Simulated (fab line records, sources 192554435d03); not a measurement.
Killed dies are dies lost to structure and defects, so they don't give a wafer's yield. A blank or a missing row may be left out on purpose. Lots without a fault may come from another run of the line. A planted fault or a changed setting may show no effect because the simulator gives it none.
fab line records | flow n5_finfet
record lots=9 wafers=27 last_day=16
route steps=1938 shown BEOL_M3@933 BEOL_M4@1111 PASSIVATION@1936
lots that met no fault: from a run of the same line without faults
start_h: hours from the record's first day to the start of the lot's first wafer shown | wait_h: hours since the lot's step before | " the same as in the row above | L1.1+2: a row that stands for several wafers | - no value, or no start given | * or withheld: withheld | < > ~ a bound
route shown NAME@n: a module of which the file shows steps, and the number in the route of the first | usual: mean/standard deviation of fault-free wafers | same: alike in all rows | chamber/n: place in a boat | sites: the reading at each site | _std_site: their standard deviation | _edge_site: outer sites' mean less inner sites' | radius_mm: how far each site lies from the wafer's centre | mask NAME#n: copy n | behind: the tool/chamber that last shaped the wafer | hold: why the lot was held/for how many hours/how that ended | device: the transistor (n, p or np) that didn't switch | end of line: the same wafers' tests at the end of the route | a step without rows: its recipe alone | killed: dies lost to structure and defects at the first sort, not the wafer's yield | map: a wafer's dies, x killed, . not, _ none there
set.NAME: the setting as run; set.NAME@STEP: as run at that earlier step | model.NAME: the simulator's own value behind a step, which no gauge read
steps of the route over a sample of lots; a table a step, a row a wafer
services: from which hour (start_h, from the record's first day; less than 0 if before it) a tool's chamber was out of use, for how many hours, and why
## steps
# step N5_BEOL_M3_PECVD_72
# recipe material=SiO2 target_thk_a=160 temp_c=400 precursor=TEOS/O2 pressure_torr=5.5 rf_w=450 teos_flow_sccm=53.8 gas=O2 flow_sccm=3000 time_s=18
# usual heater_power_w=682/110 showerhead_plenum_p_Torr=8.793/0.017 throttle_valve_pct=22.9/1.5
# columns lot.wafer tool chamber start_h wait_h heater_power_w showerhead_plenum_p_Torr throttle_valve_pct
L428.1 pecvd-03 1 158.77 0.0 594 8.812 24.8
L428.3 " 0 " " 623 8.775 23.9
L428.4 " 2 " " 906 8.784 22.2
L429.1 pecvd-03 0 162.00 0.0 597 8.792 24.0
L429.3 " 2 " " 925 8.792 22.2
L429.6 " 2 " " 934 8.786 22.2
L432.1 pecvd-03 0 178.45 0.0 572 8.804 23.8
L432.3 " 2 " " 879 8.826 22.7
L432.5 " 1 " " 650 8.787 25.0
L436.2 pecvd-02 2 214.61 0.0 590 8.799 20.6
L436.4 " 2 " " 572 8.778 20.3
L436.5 " 0 " " 686 8.814 22.2
L437.2 pecvd-01 0 218.73 0.0 613 8.798 24.0
L437.4 " 2 " " 738 8.795 20.0
L437.6 " 1 " " 636 8.791 23.1
L439.1 pecvd-03 2 224.38 0.0 831 8.781 22.6
L439.2 " 0 " " 608 8.754 24.0
L439.6 " 2 " " 849 8.767 22.5
L441.2 pecvd-03 0 243.45 0.0 548 8.792 24.0
L441.3 " 2 " " 894 8.801 22.3
L441.5 " 1 " " 664 8.802 24.6
L443.2 pecvd-02 1 248.23 0.0 828 8.774 22.6
L443.4 " 1 " " 815 8.775 22.3
L443.6 " 0 " " 687 8.829 22.4
L444.2 pecvd-03 1 250.30 0.0 632 8.790 24.5
L444.3 " 0 " " 540 8.786 24.2
L444.5 " 1 " " 630 8.814 24.9
# step N5_BEOL_M3_ETCH_63
# recipe chemistry=CF4 target=SiARC target_depth_a=156 mask_material=CAR-EUV time_s=26 ion_energy_ev=80 pressure_mtorr=40 source_w=545 bias_w=36 Ar_flow_sccm=100 cf4_flow_sccm=100 ends=cleared
# usual drypump_motor_current_A=6.0/0.56 etch_rf_on_time_s=25.7/0.38 oes_product_au=0.67/0.09 rf_vpp_V=184.1/1.3 showerhead_plenum_p_Torr=2.14/0.08 throttle_valve_pct=15.60/0.2
# columns lot.wafer tool chamber start_h wait_h drypump_motor_current_A etch_rf_on_time_s oes_product_au rf_hours_counter_h rf_vpp_V showerhead_plenum_p_Torr throttle_valve_pct
L428.1 rie_diel-01 2 160.23 0.0 6.6 25.8 0.58 245 184.1 2.10 15.97
L428.3 " 0 " " 5.9 25.1 0.82 16 186.0 2.27 15.29
L428.4 " 2 " " 6.5 26.1 0.58 - 184.3 2.10 15.98
L429.1 rie_diel-01 3 164.34 0.0 6.2 26.2 0.66 102 184.2 2.07 15.42
L429.3 " 0 " " 5.8 25.5 0.81 17 185.6 2.27 15.32
L429.6 " 2 " " 6.6 26.4 0.58 - 182.6 2.10 15.98
L432.1 rie_diel-04 1 182.79 0.0 5.4 25.1 0.83 8 185.8 2.19 15.45
L432.3 " 0 " " 5.4 26.0 0.66 157 184.2 2.23 15.78
L432.5 " 3 " " 6.8 26.0 0.58 - 183.1 2.04 15.56
L436.2 rie_diel-04 3 219.70 0.0 6.8 25.8 0.59 223 183.4 2.04 15.57
L436.4 " 0 " " 5.3 25.8 0.65 169 184.1 2.22 15.79
L436.5 " 2 " " 6.1 25.7 0.60 - 184.3 2.11 15.82
L437.2 rie_diel-03 2 221.07 0.0 5.5 25.6 0.62 199 183.6 2.13 15.77
L437.4 " 1 " " 6.1 26.1 0.61 154 184.7 2.23 15.73
L437.6 " 2 " " 5.5 25.8 0.62 - 182.4 2.13 15.79
L439.1 rie_diel-03 2 226.87 0.0 5.5 25.7 0.62 202 184.3 2.13 15.80
L439.2 " 0 " " 5.1 25.8 0.61 181 183.3 2.05 15.53
L439.6 " 0 " " 5.1 25.8 0.62 - 181.6 2.05 15.53
L441.2 rie_diel-04 3 245.00 0.0 6.8 25.8 0.57 234 181.8 2.03 15.60
L441.3 " 0 " " 5.4 26.3 0.64 180 184.5 2.22 15.82
L441.5 " 2 " " 6.1 26.1 0.59 - 183.8 2.11 15.86
L443.2 rie_diel-04 3 249.01 0.0 6.7 26.0 0.56 235 182.1 2.03 15.60
L443.4 " 1 " " 5.4 25.2 0.77 - 183.2 2.19 15.48
L443.6 " 3 " " 6.7 25.9 0.57 - 181.6 2.03 15.58
L444.2 rie_diel-01 2 252.98 0.0 6.6 25.0 0.81 14 182.9 2.10 15.53
L444.3 " 3 " " 6.2 25.6 0.65 130 182.3 2.06 15.47
L444.5 " 1 " " 4.7 25.5 0.79 - 185.1 2.19 15.52
# step N5_BEOL_M3_ETCH_64
# recipe chemistry=N2/H2 target=SOC target_depth_a=750 overetch_a=150 mask_material=SiARC temp_c=40 time_s=112.5 ion_energy_ev=200 pressure_mtorr=30 source_w=840 bias_w=150 n2_flow_sccm=200 h2_flow_sccm=200
# usual drypump_motor_current_A=6.0/0.57 oes_product_au=0.62/0.079 rf_vpp_V=523.9/3 showerhead_plenum_p_Torr=2.54/0.1 throttle_valve_pct=17.78/0.23
# columns lot.wafer tool chamber start_h wait_h drypump_motor_current_A oes_product_au rf_hours_counter_h rf_vpp_V showerhead_plenum_p_Torr throttle_valve_pct
L428.1 rie_diel-01 2 160.26 0.0 6.6 0.54 245 523.7 2.50 18.23
L428.3 " 0 " " 5.8 0.74 16 529.1 2.71 17.46
L428.4 " 2 " " 6.6 0.53 - 523.0 2.50 18.22
L429.1 rie_diel-01 3 164.36 0.0 6.2 0.62 103 521.2 2.46 17.62
L429.3 " 0 " " 5.9 0.74 17 529.4 2.71 17.47
L429.6 " 2 " " 6.6 0.54 - 522.4 2.50 18.22
L432.1 rie_diel-04 1 182.82 0.0 5.4 0.74 8 524.7 2.59 17.60
L432.3 " 0 " " 5.4 0.61 157 527.4 2.65 18.02
L432.5 " 3 " " 6.7 0.54 - 520.5 2.41 17.60
L436.2 rie_diel-04 3 219.73 0.0 6.7 0.53 223 521.1 2.41 17.60
L436.4 " 0 " " 5.4 0.60 169 527.9 2.64 18.03
L436.5 " 2 " " 6.1 0.55 - 520.3 2.50 18.01
L437.2 rie_diel-03 2 221.09 0.0 5.5 0.56 199 524.3 2.52 18.07
L437.4 " 1 " " 6.1 0.57 154 527.0 2.65 17.87
L437.6 " 2 " " 5.5 0.57 - 523.0 2.52 18.09
L439.1 rie_diel-03 2 226.90 0.0 5.5 0.57 202 522.7 2.52 18.08
L439.2 " 0 " " 5.2 0.57 181 519.2 2.42 17.68
L439.6 " 0 " " 5.2 0.57 - 519.6 2.42 17.66
L441.2 rie_diel-04 3 245.03 0.0 6.8 0.53 234 519.7 2.40 17.64
L441.3 " 0 " " 5.4 0.59 180 527.8 2.64 18.06
L441.5 " 2 " " 6.1 0.54 - 524.7 2.50 18.04
L443.2 rie_diel-04 3 249.03 0.0 6.8 0.53 235 518.0 2.40 17.62
L443.4 " 1 " " 5.4 0.70 - 526.1 2.58 17.61
L443.6 " 3 " " 6.8 0.53 - 519.3 2.40 17.64
L444.2 rie_diel-01 2 253.01 0.0 6.6 0.73 14 521.9 2.49 17.80
L444.3 " 3 " " 6.2 0.60 130 521.3 2.45 17.65
L444.5 " 1 " " 4.7 0.73 - 522.9 2.60 17.77
# step N5_BEOL_M3_COAT_67
# recipe resist=SOC temp_c=250 time_s=60 spin_rpm=1500 resist_thk_nm=60
# usual dispense_pressure_kPa=49/3.8 spin_speed_rpm=1500.0/1.1
# columns lot.wafer tool chamber start_h wait_h dispense_pressure_kPa spin_speed_rpm
L428.1 litho_track-05 0 160.65 0.0 48 1498.8
L428.3 " 0 " " 48 1498.6
L428.4 " 0 " " 48 1499.9
L429.1 litho_track-05 0 164.76 0.0 48 1501.5
L429.3 " 0 " " 48 1500.6
L429.6 " 0 " " 48 1500.3
L432.1 litho_track-05 0 183.22 0.0 48 1500.9
L432.3 " 0 " " 48 1502.6
L432.5 " 0 " " 48 1498.9
L436.2 litho_track-05 0 220.30 0.0 48 1843.4
L436.4 " 0 " " 48 1846.1
L436.5 " 0 " " 48 1844.7
L437.2 litho_track-05 0 221.57 0.0 48 1843.8
L437.4 " 0 " " 48 1844.3
L437.6 " 0 " " 48 1844.9
L439.1 litho_track-02 0 227.48 0.0 55 1500.2
L439.2 " 0 " " 55 1498.8
L439.6 " 0 " " 55 1499.5
L441.2 litho_track-02 0 245.43 0.0 54 1499.2
L441.3 " 0 " " 55 1498.9
L441.5 " 0 " " 54 1500.6
L443.2 litho_track-01 0 249.42 0.0 44 1499.8
L443.4 " 0 " " 44 1500.1
L443.6 " 0 " " 44 1499.1
L444.2 litho_track-01 0 253.39 0.0 44 1499.1
L444.3 " 0 " " 44 1500.6
L444.5 " 0 " " 44 1500.6
# step N5_BEOL_M4_RC_MEAS_101
# usual DIBL_N=35.9/1.4 DIBL_P=35.9/1.7 IOFF_N=0.155/0.023 IOFF_P=0.201/0.029 ION_N=672/8.8 ION_P=460/7 SS_N=71.6/0.48 SS_P=73.1/0.64 VT_N=250.0/3 VT_P=-251.6/3
# columns lot.wafer tool chamber start_h wait_h DIBL_N[mV/V] DIBL_P[mV/V] IOFF_N[nA/um] IOFF_P[nA/um] ION_N[uA/um] ION_P[uA/um] SS_N[mV/dec] SS_P[mV/dec] VT_N[mV] VT_P[mV]
L428.1 prober-02 0 182.94 0.0 35.3 34.0 0.146 0.207 672 469 71.8 72.6 252.7 -248.6
L428.3 " 0 " " 35.4 34.6 0.144 0.206 670 462 71.1 73.0 250.4 -247.5
L428.4 " 0 " " 36.0 36.0 0.163 0.232 688 475 72.0 73.2 248.6 -247.8
L429.1 prober-02 0 194.31 0.0 36.2 35.5 0.143 0.188 669 458 71.7 72.4 251.5 -255.1
L429.3 " 0 " " 37.7 36.6 0.163 0.202 666 456 72.1 73.5 251.0 -252.9
L429.6 " 0 " " 35.9 35.5 0.145 0.190 674 462 71.3 72.6 250.1 -252.0
L432.1 prober-01 0 202.06 0.0 34.1 35.0 0.128 0.162 660 452 71.6 72.4 252.3 -254.1
L432.3 " 0 " " 35.3 36.8 0.150 0.179 674 457 71.1 73.4 249.7 -254.3
L432.5 " 0 " " 36.0 37.7 0.161 0.186 676 460 72.0 73.6 251.4 -253.0
L436.2 prober-01 0 243.98 0.2 34.5 35.1 0.126 0.184 654 457 71.1 72.0 255.7 -250.0
L436.4 " 0 " " 37.0 37.8 0.169 0.221 685 474 71.7 73.6 249.0 -250.5
L436.5 " 0 " " 35.2 35.1 0.134 0.179 661 460 70.8 72.5 250.9 -252.3
L437.2 prober-01 0 248.54 0.2 33.6 36.2 0.151 0.208 674 467 71.8 72.9 248.0 -249.2
L437.4 " 0 " " 34.7 37.1 0.157 0.220 673 465 71.6 74.4 249.8 -249.0
L437.6 " 0 " " 33.2 35.7 0.140 0.197 665 463 71.6 73.1 250.3 -251.5
L439.1 prober-02 0 248.88 0.0 36.8 35.0 0.145 0.215 666 462 71.4 72.6 251.2 -248.6
L439.2 " 0 " " 36.6 35.1 0.154 0.227 675 469 71.7 73.5 250.8 -249.7
L439.6 " 0 " " 38.6 36.8 0.183 0.245 684 464 71.6 74.0 248.2 -249.9
L441.2 prober-02 0 274.49 0.2 35.5 36.6 0.145 0.221 674 471 71.6 73.2 250.0 -247.2
L441.3 " 0 " " 36.6 37.4 0.164 0.237 683 474 72.0 73.5 247.9 -245.8
L441.5 " 0 " " 37.5 38.9 0.188 0.267 684 476 71.8 73.9 245.9 -244.8
L443.2 prober-02 0 275.49 0.2 36.4 35.5 0.143 0.189 663 457 72.0 73.6 251.3 -252.0
L443.4 " 0 " " 35.6 35.2 0.139 0.183 666 455 71.2 72.5 253.8 -253.8
L443.6 " 0 " " 35.2 34.7 0.133 0.179 671 466 70.8 72.3 253.2 -254.1
L444.2 prober-02 0 279.34 0.2 34.5 34.7 0.131 0.146 660 448 71.4 72.9 254.0 -258.7
L444.3 " 0 " " 34.9 35.5 0.134 0.149 680 456 71.4 73.7 254.3 -256.1
L444.5 " 0 " " 34.1 34.6 0.125 0.140 658 445 71.2 72.8 251.2 -257.9
# step N5_PASSIVATION_PROBE_49
# usual defect_limited_yield=91.7/1.5 killed_at_M0_to_M3=30/8.6 killed_at_M4_up=12/4.5 killed_at_contacts=13/5.8 killed_at_front_end=38/11 killed_at_other=4/3 killed_dies=97/17 killed_on_rim=13/3.6 killed_open=63/12 killed_short=32/8.8 sort_bin_5_function=4.8/0.91 sort_bin_6_memory=3.1/0.68 sort_n_pass=1083/17 sort_yield_pct=91.7/1.5
# same gross_dies=1180 killed_at_back_side=0 sort_bin_4_leakage[%]=0 sort_bin_8_speed[%]=0
# columns lot.wafer tool chamber start_h wait_h defect_limited_yield[%] killed_at_M0_to_M3 killed_at_M4_up killed_at_contacts killed_at_front_end killed_at_other killed_dies killed_on_rim killed_open killed_short sort_bin_5_function[%] sort_bin_6_memory[%] sort_n_pass sort_yield_pct[%]
L428.1 prober-01 - 294.22 0.0 90.4 36 12 5 53 7 113 13 79 31 6.0 3.4 1067 90.4
L428.3 prober-01 - 294.32 0.1 91.9 23 16 12 37 8 96 12 60 34 4.0 3.5 1084 91.9
L428.4 prober-01 - 294.37 0.2 92.4 31 9 7 32 11 90 10 56 31 4.6 2.6 1090 92.4
L429.1 prober-02 - 302.16 0.0 94.0 16 6 4 41 4 71 8 47 22 4.0 1.7 1109 94.0
L429.3 prober-02 - 302.26 0.1 91.2 28 14 11 48 3 104 16 68 33 5.8 2.7 1076 91.2
L429.6 prober-02 - 302.41 0.3 88.9 48 19 9 44 11 131 18 90 39 6.1 4.4 1049 88.9
L432.1 prober-02 - 310.06 0.0 92.7 9 5 30 39 3 86 8 58 27 4.7 2.4 1094 92.7
L432.3 prober-02 - 310.16 0.1 92.5 25 3 17 43 0 88 17 57 29 4.7 2.5 1092 92.5
L432.5 prober-02 - 310.26 0.2 93.6 17 7 12 40 0 76 15 37 37 3.7 2.2 1104 93.6
L437.2 prober-02 - 357.05 0.1 92.9 19 16 15 32 2 84 11 60 21 3.7 3.1 1096 92.9
L437.4 prober-02 - 357.15 0.2 92.6 21 9 7 43 7 87 15 54 32 4.5 2.7 1093 92.6
L437.6 prober-02 - 357.25 0.3 93.3 17 12 18 30 2 79 11 56 22 3.7 2.9 1101 93.3
L439.1 prober-02 - 363.43 0.0 95.3 22 10 10 12 2 56 10 40 16 2.5 2.1 1124 95.3
L439.2 prober-02 - 363.48 0.1 94.7 28 8 2 24 1 63 12 39 21 3.6 1.6 1117 94.7
L439.6 prober-02 - 363.68 0.3 94.5 15 6 16 26 2 65 7 49 15 3.2 1.9 1115 94.5
L441.2 prober-01 - 378.05 0.1 90.7 36 7 20 42 5 110 12 74 33 5.3 3.6 1070 90.7
L441.3 prober-01 - 378.10 0.1 92.2 42 7 12 25 6 92 13 52 40 3.8 3.6 1088 92.2
L441.5 prober-01 - 378.20 0.2 90.4 24 21 19 41 8 113 17 73 37 6.2 3.1 1067 90.4
L443.2 prober-02 - 385.17 0.1 91.0 40 19 11 36 0 106 10 78 28 4.8 3.8 1074 91.0
L443.4 prober-02 - 385.27 0.2 89.6 47 12 8 47 9 123 16 90 32 6.2 3.9 1057 89.6
L443.6 prober-02 - 385.37 0.3 90.6 24 20 3 60 4 111 14 75 34 5.1 3.8 1069 90.6
L444.2 prober-01 - 385.39 0.1 90.8 30 12 15 46 6 109 17 71 36 4.8 3.8 1071 90.8
L444.3 prober-01 - 385.44 0.1 90.3 40 9 18 44 4 115 16 71 43 5.6 3.7 1065 90.3
L444.5 prober-01 - 385.54 0.2 88.5 36 11 34 47 8 136 12 95 41 6.6 4.4 1044 88.5
# killed by level:class
L428.1 STI_FIN_REVEAL:geometric_particle:open=12 BEOL_M1:geometric_particle:open=9 FIN_SAQP:geometric_particle:short=7 DUMMY_GATE:geometric_particle:open=7 BEOL_M2:geometric_particle:open=7 BEOL_M3:geometric_particle:open=6 FIN_SAQP:geometric_particle:open=5 MOL_CONTACT_COAG:geometric_particle:open=5
L428.3 MOL_CONTACT_COAG:geometric_particle:open=10 FIN_SAQP:geometric_particle:open=7 BEOL_M1:geometric_particle:open=7 STI_FIN_REVEAL:geometric_particle:open=6 DUMMY_GATE:geometric_particle:open=5 BEOL_M0_SAQP:geometric_particle:short=5 BEOL_M7:geometric_particle:open=5 STARTING-WAFER:geometric_particle:short=5
L428.4 STI_FIN_REVEAL:geometric_particle:open=13 BEOL_M0_SAQP:geometric_particle:short=8 BEOL_M3:geometric_particle:open=6 MIM_BOT:geometric_particle:short=6 FIN_SAQP:geometric_particle:open=5 MOL_CONTACT_COAG:geometric_particle:open=5 BEOL_M0_SAQP:geometric_particle:open=5 BEOL_M1:geometric_particle:open=5
L429.1 FIN_SAQP:geometric_particle:short=10 FIN_SAQP:geometric_particle:open=7 STI_FIN_REVEAL:geometric_particle:open=5 MOL_CONTACT_COAG:geometric_particle:open=4 BEOL_M0_SAQP:geometric_particle:open=4 BEOL_M3:geometric_particle:open=4 DUMMY_GATE:geometric_particle:open=3 BEOL_M1:geometric_particle:open=3
L429.3 STI_FIN_REVEAL:geometric_particle:open=11 MOL_CONTACT_COAG:geometric_particle:open=9 FIN_SAQP:geometric_particle:short=8 BEOL_M4:geometric_particle:open=8 BEOL_M2:geometric_particle:open=7 FIN_SAQP:geometric_particle:open=6 DUMMY_GATE:geometric_particle:open=6 BEOL_M1:geometric_particle:open=5
L429.6 BEOL_M0_SAQP:geometric_particle:open=12 BEOL_M3:geometric_particle:open=12 STI_FIN_REVEAL:geometric_particle:open=9 MOL_CONTACT_COAG:geometric_particle:open=9 BEOL_M0_SAQP:geometric_particle:short=9 FIN_SAQP:geometric_particle:open=7 BEOL_M4:geometric_particle:open=7 BEOL_M1:geometric_particle:open=6
L432.1 MOL_CONTACT_COAG:geometric_particle:open=23 FIN_SAQP:geometric_particle:short=8 MOL_CONTACT_COAG:geometric_particle:short=7 STI_FIN_REVEAL:geometric_particle:open=6 GATE_CUT:geometric_particle:open=5 GATE_CUT:geometric_particle:short=5 FIN_SAQP:geometric_particle:open=3 DUMMY_GATE:geometric_particle:open=3
L432.3 MOL_CONTACT_COAG:geometric_particle:open=12 BEOL_M0_SAQP:geometric_particle:open=11 STI_FIN_REVEAL:geometric_particle:open=7 FIN_SAQP:geometric_particle:short=6 MOL_CONTACT_COAG:geometric_particle:short=5 BEOL_M0_SAQP:geometric_particle:short=5 ILD0:geometric_particle:open=4 GATE_CUT:geometric_particle:short=4
L432.5 FIN_SAQP:geometric_particle:short=14 MOL_CONTACT_COAG:geometric_particle:open=10 GATE_CUT:geometric_particle:short=8 BEOL_M1:geometric_particle:open=5 GATE_CUT:geometric_particle:open=3 BEOL_M0_SAQP:geometric_particle:short=3 BEOL_M0_SAQP:geometric_particle:open=3 STARTING-WAFER:geometric_particle:short=3
L437.2 MOL_CONTACT_COAG:geometric_particle:open=13 DUMMY_GATE:geometric_particle:open=11 BEOL_M4:geometric_particle:open=6 BEOL_M2:geometric_particle:open=5 DUMMY_GATE:geometric_particle:short=4 BEOL_M0:geometric_particle:open=4 STI_FIN_REVEAL:geometric_particle:open=3 BEOL_M5:geometric_particle:open=3
L437.4 STI_FIN_REVEAL:geometric_particle:open=11 FIN_SAQP:geometric_particle:short=9 MOL_CONTACT_COAG:geometric_particle:open=6 FIN_SAQP:geometric_particle:open=5 BEOL_M0_SAQP:geometric_particle:short=5 STI_FIN_REVEAL:geometric_particle:short=4 BEOL_M0:geometric_particle:open=4 BEOL_M2:geometric_particle:open=4
L437.6 MOL_CONTACT_COAG:geometric_particle:open=15 FIN_SAQP:geometric_particle:open=6 STI_FIN_REVEAL:geometric_particle:open=5 BEOL_M2:geometric_particle:open=4 BEOL_M0:geometric_particle:open=4 BEOL_M4:geometric_particle:short=4 DUMMY_GATE:geometric_particle:open=3 MOL_CONTACT_COAG:geometric_particle:short=3
L439.1 BEOL_M3:geometric_particle:open=9 MOL_CONTACT_COAG:geometric_particle:open=8 GATE_CUT:geometric_particle:short=5 BEOL_M6:geometric_particle:open=5 BEOL_M0_SAQP:geometric_particle:short=4 BEOL_M1:geometric_particle:open=4 BEOL_M0_SAQP:geometric_particle:open=3 BEOL_M5:geometric_particle:open=3
L439.2 BEOL_M0_SAQP:geometric_particle:short=8 STI_FIN_REVEAL:geometric_particle:open=5 BEOL_M3:geometric_particle:open=5 FIN_SAQP:geometric_particle:open=4 BEOL_M1:geometric_particle:open=4 BEOL_M6:geometric_particle:open=4 BEOL_M1:geometric_particle:short=3 STARTING-WAFER:geometric_particle:open=3
L439.6 MOL_CONTACT_COAG:geometric_particle:open=13 FIN_SAQP:geometric_particle:open=5 STI_FIN_REVEAL:geometric_particle:open=5 BEOL_M1:geometric_particle:open=4 STARTING-WAFER:geometric_particle:open=4 MOL_CONTACT_COAG:geometric_particle:short=3 BEOL_M0_SAQP:geometric_particle:open=3 STARTING-WAFER:geometric_particle:short=3
L441.2 MOL_CONTACT_COAG:geometric_particle:open=17 STI_FIN_REVEAL:geometric_particle:open=17 BEOL_M1:geometric_particle:open=7 DUMMY_GATE:geometric_particle:open=6 FIN_SAQP:geometric_particle:short=5 BEOL_M0_SAQP:geometric_particle:short=5 BEOL_M3:geometric_particle:open=5 BEOL_M3:geometric_particle:short=4
L441.3 BEOL_M0_SAQP:geometric_particle:open=12 MOL_CONTACT_COAG:geometric_particle:open=11 BEOL_M0_SAQP:geometric_particle:short=9 FIN_SAQP:geometric_particle:short=6 BEOL_M2:geometric_particle:open=6 DUMMY_GATE:geometric_particle:open=4 BEOL_M1:geometric_particle:open=4 STARTING-WAFER:geometric_particle:short=4
L441.5 MOL_CONTACT_COAG:geometric_particle:open=15 BEOL_M4:geometric_particle:open=7 STI_FIN_REVEAL:geometric_particle:open=6 DUMMY_GATE:geometric_particle:short=6 BEOL_M0_SAQP:geometric_particle:short=6 STARTING-WAFER:geometric_particle:open=6 FIN_SAQP:geometric_particle:short=5 FIN_SAQP:geometric_particle:open=5
L443.2 BEOL_M3:geometric_particle:open=16 BEOL_M4:geometric_particle:open=13 STI_FIN_REVEAL:geometric_particle:open=11 MOL_CONTACT_COAG:geometric_particle:open=10 BEOL_M0_SAQP:geometric_particle:open=10 BEOL_M0_SAQP:geometric_particle:short=8 FIN_SAQP:geometric_particle:short=4 ILD0:geometric_particle:open=4
L443.4 STI_FIN_REVEAL:geometric_particle:open=13 BEOL_M0_SAQP:geometric_particle:open=11 BEOL_M2:geometric_particle:open=8 BEOL_M3:geometric_particle:open=8 FIN_SAQP:geometric_particle:open=7 ILD0:geometric_particle:open=7 ILD0:geometric_particle:short=7 MOL_CONTACT_COAG:geometric_particle:open=7
L443.6 FIN_SAQP:geometric_particle:open=25 BEOL_M4:geometric_particle:open=10 FIN_SAQP:geometric_particle:short=8 STI_FIN_REVEAL:geometric_particle:open=7 BEOL_M0_SAQP:geometric_particle:short=6 BEOL_M1:geometric_particle:open=5 DUMMY_GATE:geometric_particle:open=4 BEOL_M0_SAQP:geometric_particle:open=4
L444.2 STI_FIN_REVEAL:geometric_particle:open=15 MOL_CONTACT_COAG:geometric_particle:open=12 DUMMY_GATE:geometric_particle:open=8 BEOL_M3:geometric_particle:open=7 BEOL_M0_SAQP:geometric_particle:open=6 FIN_SAQP:geometric_particle:short=4 BEOL_M2:geometric_particle:open=4 BEOL_M3:geometric_particle:short=4
L444.3 MOL_CONTACT_COAG:geometric_particle:open=17 FIN_SAQP:geometric_particle:short=16 BEOL_M0_SAQP:geometric_particle:open=9 BEOL_M2:geometric_particle:open=8 STI_FIN_REVEAL:geometric_particle:open=7 GATE_CUT:geometric_particle:short=6 BEOL_M0_SAQP:geometric_particle:short=6 BEOL_M1:geometric_particle:open=6
L444.5 MOL_CONTACT_COAG:geometric_particle:open=29 STI_FIN_REVEAL:geometric_particle:open=16 BEOL_M3:geometric_particle:open=8 DUMMY_GATE:geometric_particle:open=7 BEOL_M0_SAQP:geometric_particle:short=7 FIN_SAQP:geometric_particle:short=5 MOL_CONTACT_COAG:geometric_particle:short=5 PAD_METAL:geometric_particle:short=5
## services
# columns tool chamber start_h hours kind
rie_diel-01 1 144.70 - clean
rie_diel-01 1 144.70 - consumable_replace:focus_ring
pecvd-01 - 146.33 0.9 repair
rie_diel-04 1 149.68 - clean
rie_diel-04 1 149.68 - consumable_replace:focus_ring
rie_diel-04 1 149.68 11.9 scheduled_down
rie_diel-04 1 149.68 11.9 vent_cycle
rie_diel-04 0 161.53 6.6 repair
rie_diel-03 1 175.27 12.3 repair
pecvd-02 - 181.36 28.1 pm
pecvd-03 2 185.47 8.2 repair
pecvd-03 - 193.15 14.6 pm
rie_diel-04 3 193.45 8.9 repair
rie_diel-04 - 211.67 2.8 pm
rie_diel-01 - 217.33 9.7 repair
rie_diel-04 - 217.33 2.1 repair
pecvd-03 - 228.69 2.8 pm
rie_diel-01 - 229.97 2.8 pm
pecvd-01 - 232.63 14.6 pm
rie_diel-04 1 239.23 6.4 repair
rie_diel-04 2 247.20 - clean
rie_diel-04 2 247.20 - consumable_replace:focus_ring
rie_diel-04 2 247.20 17.3 scheduled_down
rie_diel-04 2 247.20 17.3 vent_cycle
## key
first_sign step=N5_BEOL_M3_COAT_67 reading=spin_speed_rpm direction=up sigmas=99+ usual=* struck=*
effect none on later readings
met_at N5_BEOL_M3_COAT_67
struck_lots L436,L437
rows_end L436.2,L436.4,L436.5
not_acting_at N5_BEOL_M3_PECVD_72,N5_BEOL_M3_ETCH_63,N5_BEOL_M3_ETCH_64
onset_between 183.22 220.30
fault kind=process_parameter_drift tool=litho_track-05 chamber=- onset_h=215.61 steps=N5_BEOL_M3_COAT_67 channel=spin_rpm offset=* shape=step acts_in=* stated=*
# rows_end: these wafers met a further fault down the route, and their rows from its step on are left out
